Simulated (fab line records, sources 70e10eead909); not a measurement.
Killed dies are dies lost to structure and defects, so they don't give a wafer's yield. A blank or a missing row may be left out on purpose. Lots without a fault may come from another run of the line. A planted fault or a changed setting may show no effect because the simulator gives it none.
Chamber matching | flow nand_harc | NHARC_A_BONDPAD_ETCH_34 on rie_diel-01: 4 sister chambers
The step etches the open film in N2/H2, target depth 60 nm, overetch 18 nm, time 65.91 s. 4 wafers are shown with their chamber, then 7 later ones without.

WAFERS WITH THEIR CHAMBER
wafer  | chamber | rf_vpp_V (V)
L643.4 | 1       | 431.4
L648.4 | 0       | 435.0
L649.1 | 3       | 427.5
L649.3 | 2       | 427.6

WAFERS WITHOUT THEIR CHAMBER
wafer  | rf_vpp_V (V)
L649.4 | 433.0
L653.2 | 427.1
L653.4 | 432.4
L653.5 | 434.7
L654.2 | 428.5
L654.4 | 434.0
L654.6 | 429.6

WHICH CHAMBER EACH WENT THROUGH
wafer  | from the rows above          | in truth
L649.4 | can't be placed: 1 or 0      | 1
L653.2 | can't be placed: 3 or 2      | 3
L653.4 | can't be placed: 1 or 0      | 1
L653.5 | 0                            | 0
L654.2 | can't be placed: 2 or 3 or 1 | 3
L654.4 | can't be placed: 0 or 1      | 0
L654.6 | can't be placed: 1 or 2 or 3 | 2
Placed correctly: 1 of 7. Can't be placed from these rows: 6 (the true chamber is among the candidates in 6). Placed wrongly: 0.
How it was worked out, from the rows above alone: a wafer's distance from a chamber is the root of the sum, over the readings, of the square of ((its reading less the chamber's mean) divided by the reading's scatter). The wafer belongs to the nearest chamber; if the next one is less than 2 further off, it can't be placed. A chamber's mean is the mean of its shown wafers. The scatter: with one shown wafer a chamber, the root of the mean of the squares of how far each hidden wafer lies from its nearest shown one.
